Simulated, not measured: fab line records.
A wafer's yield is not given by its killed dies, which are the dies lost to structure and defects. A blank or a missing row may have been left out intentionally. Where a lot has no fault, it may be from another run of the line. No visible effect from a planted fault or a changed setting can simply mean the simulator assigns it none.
Chamber matching ; flow nand harc ; NHARC_A_WL_FILL_ETCHBACK_26 on rie si-01 has 4 sister chambers
The step etches the open film in HBr, target depth 52 nm, time 13.3 s. 20 wafers are shown with their chamber, then 10 later ones without.

== WAFERS WITH THEIR CHAMBER ==
wafer;chamber;drypump motor current A (A);oes product au (a.u.);throttle valve pct (%)
L074.1;2;5.8;1.011;23.250
L074.3;3;5.9;1.004;23.269
L074.6;2;5.7;0.999;23.274
L076.2;2;5.7;1.007;23.273
L076.3;1;5.4;0.997;23.249
L076.4;3;5.9;1.006;23.265
L078.2;0;6.3;0.988;23.270
L078.3;1;5.4;1.000;23.279
L078.6;3;5.9;1.001;23.267
L084.3;2;5.7;0.992;23.253
L084.4;0;6.3;0.991;23.267
L084.5;2;5.7;0.995;23.268
L086.2;1;5.4;1.011;23.274
L086.3;2;5.7;1.010;23.285
L086.4;3;5.9;1.007;23.268
L087.2;3;5.9;1.010;23.260
L087.3;0;6.3;0.986;23.266
L087.4;2;5.8;1.000;23.250
L088.3;2;5.7;0.997;23.256
L088.4;1;5.4;1.001;23.260

SIGNATURES (means of the wafers above)
reading;chamber 0;chamber 1;chamber 2;chamber 3;scatter within a chamber
drypump motor current A;6.300;5.400;5.725;5.900;0.0306
oes product au;0.98833;1.00225;1.00137;1.00560;0.00571
throttle valve pct;23.26767;23.26550;23.26363;23.26580;0.0107
Rule: for a wafer and a chamber, the distance is found by dividing, reading by reading, the gap between the wafer's reading and the chamber's mean by the reading's scatter, squaring, summing and taking the root. The wafer belongs to the nearest chamber; if the next one is less than 2 further off, it can't be placed. The scatter: the root of (the sum of the squares of (reading less its chamber's mean) over the shown wafers, divided by (wafers less chambers)).

== WAFERS WITH NO CHAMBER GIVEN ==
wafer;drypump motor current A (A);oes product au (a.u.);throttle valve pct (%)
L088.6;5.4;0.990;23.265
L092.3;6.3;0.997;23.270
L092.4;5.4;1.018;23.271
L092.5;5.7;0.993;23.272
L093.1;6.3;0.996;23.266
L093.2;5.9;1.004;23.256
L093.3;5.4;1.004;23.247
L094.2;5.9;0.994;23.285
L094.3;5.4;0.986;23.280
L094.5;6.3;0.985;23.281

== WHICH CHAMBER EACH ONE RAN IN ==
wafer;from the rows above;in truth
L088.6;1;1
L092.3;0;0
L092.4;1;1
L092.5;2;2
L093.1;0;0
L093.2;3;3
L093.3;1;1
L094.2;3;3
L094.3;1;1
L094.5;0;0
10 of 10 placed correctly. Number that these rows cannot place: 0. Number placed wrongly: 0.
